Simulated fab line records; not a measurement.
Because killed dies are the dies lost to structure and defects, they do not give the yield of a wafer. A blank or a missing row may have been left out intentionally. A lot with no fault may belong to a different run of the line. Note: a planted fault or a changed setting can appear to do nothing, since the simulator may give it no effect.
What tool caused it? | flow n5 finfet | 24 lots with 72 wafers sampled at 5 steps, on a route of 1938 steps

WHAT EACH GAUGE READ, for each wafer
N5_BEOL_M10_CD_MEAS_11 targets a cd of 64.1 nm. Usual: cd nm 64.2 nm, standard deviation 0.61.
lot  | measured     | on        | cd nm (nm)     | flag
L075 | day 10 20:07 | cd sem-03 | 64.3 64.1 64.6 |
L074 | day 11 01:17 | cd sem-01 | 63.0 63.9 64.3 |
L076 | day 11 01:25 | cd sem-03 | 63.2 63.8 64.4 |
L077 | day 11 04:40 | cd sem-03 | 64.2 65.3 64.9 |
L079 | day 11 18:19 | cd sem-02 | 64.1 64.4 64.0 |
L078 | day 11 19:10 | cd sem-01 | 63.0 63.4 63.3 |
L082 | day 11 23:10 | cd sem-02 | 63.8 64.6 63.9 |
L080 | day 11 23:22 | cd sem-03 | 63.1 63.8 63.7 |
L081 | day 12 08:35 | cd sem-02 | 64.3 64.3 63.4 |
L083 | day 12 21:45 | cd sem-02 | 63.3 64.2 63.3 |
L084 | day 13 18:22 | cd sem-03 | 63.8 63.8 64.3 |
L086 | day 13 18:12 | cd sem-03 | 65.1 64.1 65.2 |
L085 | day 13 18:24 | cd sem-02 | 64.0 63.5 63.6 |
L088 | day 14 01:24 | cd sem-03 | 63.3 63.6 64.1 |
L089 | day 14 01:30 | cd sem-03 | 65.5 64.9 65.5 |
L087 | day 14 03:35 | cd sem-02 | 64.1 64.3 65.5 |
L091 | day 14 07:52 | cd sem-01 | 64.0 64.1 63.5 |
L090 | day 14 13:38 | cd sem-01 | 63.7 64.8 63.9 |
L092 | day 14 16:32 | cd sem-01 | 64.3 65.3 64.9 |
L093 | day 14 20:25 | cd sem-03 | 63.9 63.3 64.2 |
L094 | day 15 19:35 | cd sem-01 | 65.2 64.3 65.4 |
L095 | day 16 02:40 | cd sem-02 | 62.6 63.3 63.6 |
L097 | day 16 06:23 | cd sem-03 | 63.9 64.1 64.3 |
L096 | day 16 10:48 | cd sem-01 | 65.3 65.6 64.8 |

N5_BEOL_M10_OVL_MEAS_12. Usual: M10_OVL typically reads -0.2 nm, with standard deviation 0.83.
lot  | measured     | on         | M10_OVL (nm)   | flag
L075 | day 10 20:08 | overlay-02 | -0.7 -1.1 -0.4 |
L074 | day 11 01:19 | overlay-01 | 1.0 0.9 1.0    |
L076 | day 11 01:26 | overlay-01 | -0.1 0.0 0.4   |
L077 | day 11 04:41 | overlay-01 | -0.5 0.4 0.3   |
L079 | day 11 18:20 | overlay-02 | -1.0 -1.1 -1.6 |
L078 | day 11 19:12 | overlay-01 | -1.1 0.7 -0.5  |
L082 | day 11 23:11 | overlay-01 | -0.8 -0.3 0.3  |
L080 | day 11 23:23 | overlay-02 | 1.2 0.2 -0.5   |
L081 | day 12 08:37 | overlay-01 | -0.1 -0.8 0.9  |
L083 | day 12 21:46 | overlay-02 | -1.1 0.8 -1.1  |
L084 | day 13 18:23 | overlay-01 | -1.3 -0.8 -2.0 |
L086 | day 13 18:14 | overlay-01 | 0.2 -1.0 -0.1  |
L085 | day 13 18:26 | overlay-01 | -0.1 -0.7 0.0  |
L088 | day 14 01:26 | overlay-01 | 0.1 1.3 1.0    |
L089 | day 14 01:32 | overlay-01 | -0.5 -0.6 0.5  |
L087 | day 14 03:37 | overlay-02 | -0.1 -0.7 1.7  |
L091 | day 14 07:53 | overlay-02 | 0.3 1.3 1.1    |
L090 | day 14 13:40 | overlay-02 | 0.3 -0.5 -0.4  |
L092 | day 14 16:34 | overlay-01 | -0.7 0.2 0.0   |
L093 | day 14 20:26 | overlay-02 | -0.2 -0.3 -1.1 |
L094 | day 15 19:37 | overlay-01 | 0.7 -1.7 1.0   |
L095 | day 16 02:41 | overlay-02 | -1.4 -1.3 0.3  |
L097 | day 16 06:25 | overlay-01 | 0.2 -0.7 -0.4  |
L096 | day 16 10:50 | overlay-01 | -0.3 -0.7 -1.8 |

N5_BEOL_M10_INSPECT_13: inspects for defects (brightfield). Usual: raw defect count 413, standard deviation 94.
lot  | measured     | on                | raw defect count | flag
L075 | day 10 20:10 | defect inspect-01 | 330 369 404      |
L074 | day 11 01:20 | defect inspect-01 | 348 388 457      |
L076 | day 11 01:28 | defect inspect-02 | 281 467 431      |
L077 | day 11 04:43 | defect inspect-02 | 298 358 249      |
L079 | day 11 18:22 | defect inspect-01 | 446 299 394      |
L078 | day 11 19:13 | defect inspect-01 | 342 302 405      |
L082 | day 11 23:13 | defect inspect-02 | 459 502 357      |
L080 | day 11 23:25 | defect inspect-01 | 463 454 532      |
L081 | day 12 08:38 | defect inspect-02 | 341 289 280      |
L083 | day 12 21:48 | defect inspect-02 | 448 335 440      |
L084 | day 13 18:25 | defect inspect-02 | 521 345 470      |
L086 | day 13 18:15 | defect inspect-01 | 332 244 424      |
L085 | day 13 18:28 | defect inspect-02 | 435 485 490      |
L088 | day 14 01:28 | defect inspect-01 | 403 501 635      |
L089 | day 14 01:34 | defect inspect-02 | 383 320 261      |
L087 | day 14 03:39 | defect inspect-02 | 373 438 465      |
L091 | day 14 07:55 | defect inspect-01 | 340 379 406      |
L090 | day 14 13:41 | defect inspect-01 | 465 444 556      |
L092 | day 14 16:35 | defect inspect-01 | 410 427 333      |
L093 | day 14 20:28 | defect inspect-01 | 495 418 446      |
L094 | day 15 19:38 | defect inspect-01 | 500 362 432      |
L095 | day 16 02:43 | defect inspect-01 | 287 300 528      |
L097 | day 16 06:26 | defect inspect-01 | 363 421 322      |
L096 | day 16 10:51 | defect inspect-02 | 307 475 346      |

WHICH TOOL RAN EACH LOT (tool, then ch and the chambers of the sampled wafers, then the start)
lot  | N5_BEOL_M9_ALD_74                   | N5_BEOL_M9_SURFACE_TREAT_79
L075 | ald metal-03 ch 0,1,3, day 10 14:41 | pvd sputter-03, day 10 15:26
L074 | ald metal-03 ch 1,3, day 10 20:31   | pvd sputter-01, day 10 20:49
L076 | ald metal-04 ch 0,2,3, day 10 20:44 | pvd sputter-01, day 10 21:10
L077 | ald metal-04 ch 0,3, day 11 00:45   | pvd sputter-02, day 11 01:08
L079 | ald metal-04 ch 0,2,3, day 11 15:23 | pvd sputter-01, day 11 15:41
L078 | ald metal-03 ch 0,1, day 11 15:43   | pvd sputter-01, day 11 16:05
L082 | ald metal-02 ch 0,2, day 11 16:32   | pvd sputter-01, day 11 16:51
L080 | ald metal-03 ch 0,1,3, day 11 16:34 | pvd sputter-01, day 11 16:53
L081 | ald metal-02 ch 1,2, day 12 00:04   | pvd sputter-01, day 12 00:26
L083 | ald metal-04 ch 0,1,2, day 12 17:56 | pvd sputter-02, day 12 18:17
L084 | ald metal-02 ch 0,1, day 13 13:47   | pvd sputter-01, day 13 14:05
L086 | ald metal-02 ch 0,1, day 13 14:03   | pvd sputter-02, day 13 14:26
L085 | ald metal-04 ch 2,3, day 13 14:35   | pvd sputter-02, day 13 14:56
L088 | ald metal-02 ch 0,2, day 13 22:02   | pvd sputter-01, day 13 22:28
L089 | ald metal-04 ch 1,2,3, day 13 22:13 | pvd sputter-02, day 13 22:31
L087 | ald metal-02 ch 0,1,2, day 13 22:44 | pvd sputter-02, day 13 23:06
L091 | ald metal-03 ch 0,2, day 14 03:28   | pvd sputter-01, day 14 03:49
L090 | ald metal-04 ch 0,1,3, day 14 08:03 | pvd sputter-01, day 14 08:20
L092 | ald metal-02 ch 0,1,2, day 14 13:27 | pvd sputter-02, day 14 13:48
L093 | ald metal-02 ch 0,1,3, day 14 15:38 | pvd sputter-03, day 14 15:59
L094 | ald metal-03 ch 0,1,2, day 15 12:43 | pvd sputter-02, day 15 13:04
L095 | ald metal-04 ch 1,2, day 15 22:03   | pvd sputter-01, day 15 22:26
L097 | ald metal-02 ch 1,2, day 16 02:35   | pvd sputter-03, day 16 02:53
L096 | ald metal-04 ch 0,2,3, day 16 06:38 | pvd sputter-02, day 16 07:05
- N5_BEOL_M9_ALD_74: deposits TaN, target thk 2 nm, pulse time 2 s, purge time 3 s.
- N5_BEOL_M9_SURFACE_TREAT_79

AS READ BY THE TOOLS THEMSELVES (means over the sampled wafers that have a number; for cases with no such wafer, the mark the record gives instead)
N5_BEOL_M9_ALD_74. Usual: heater power w 424 W, standard deviation 41; precursor vessel temp c 75.01 C, standard deviation 0.12.
lot  | tool         | heater power w (W) | precursor vessel temp c (C) | flag
L075 | ald metal-03 | 434                | 75.06                       |
L074 | ald metal-03 | 471                | 74.92                       |
L076 | ald metal-04 | 430                | 74.94                       |
L077 | ald metal-04 | 429                | 74.99                       |
L079 | ald metal-04 | 439                | 75.00                       |
L078 | ald metal-03 | 424                | 75.04                       |
L082 | ald metal-02 | 381                | 74.98                       |
L080 | ald metal-03 | 437                | 75.01                       |
L081 | ald metal-02 | 442                | 75.05                       |
L083 | ald metal-04 | 451                | 75.11                       |
L084 | ald metal-02 | 407                | 74.93                       |
L086 | ald metal-02 | 408                | 75.08                       |
L085 | ald metal-04 | 439                | 75.04                       |
L088 | ald metal-02 | 410                | 74.82                       |
L089 | ald metal-04 | 433                | 75.02                       |
L087 | ald metal-02 | 400                | 75.13                       |
L091 | ald metal-03 | 390                | 75.04                       |
L090 | ald metal-04 | 436                | 74.91                       |
L092 | ald metal-02 | 409                | 74.98                       |
L093 | ald metal-02 | 395                | 75.03                       |
L094 | ald metal-03 | 403                | 75.06                       |
L095 | ald metal-04 | 454                | 74.98                       |
L097 | ald metal-02 | 442                | 75.00                       |
L096 | ald metal-04 | 435                | 75.02                       |

THE ANSWER, worked out from the rows above alone
Rule: a lot counts as off when the mean over its wafers that have a number is more than 3 standard deviations away from the usual mean. A lot without any number at a reading at which 4 lots or more have one is off too. The other lots that the step has rows for count as sound. Order of review: gauges by route order, followed by the tools' own readings, for which a lot's mean as printed above is used. At the first step where some lot is off, the reading lying furthest off is the one used; lots without a number count as furthest.
No lot is off on any of the readings shown, so nothing can be concluded from this.

WHAT THE SIMULATOR PUT IN
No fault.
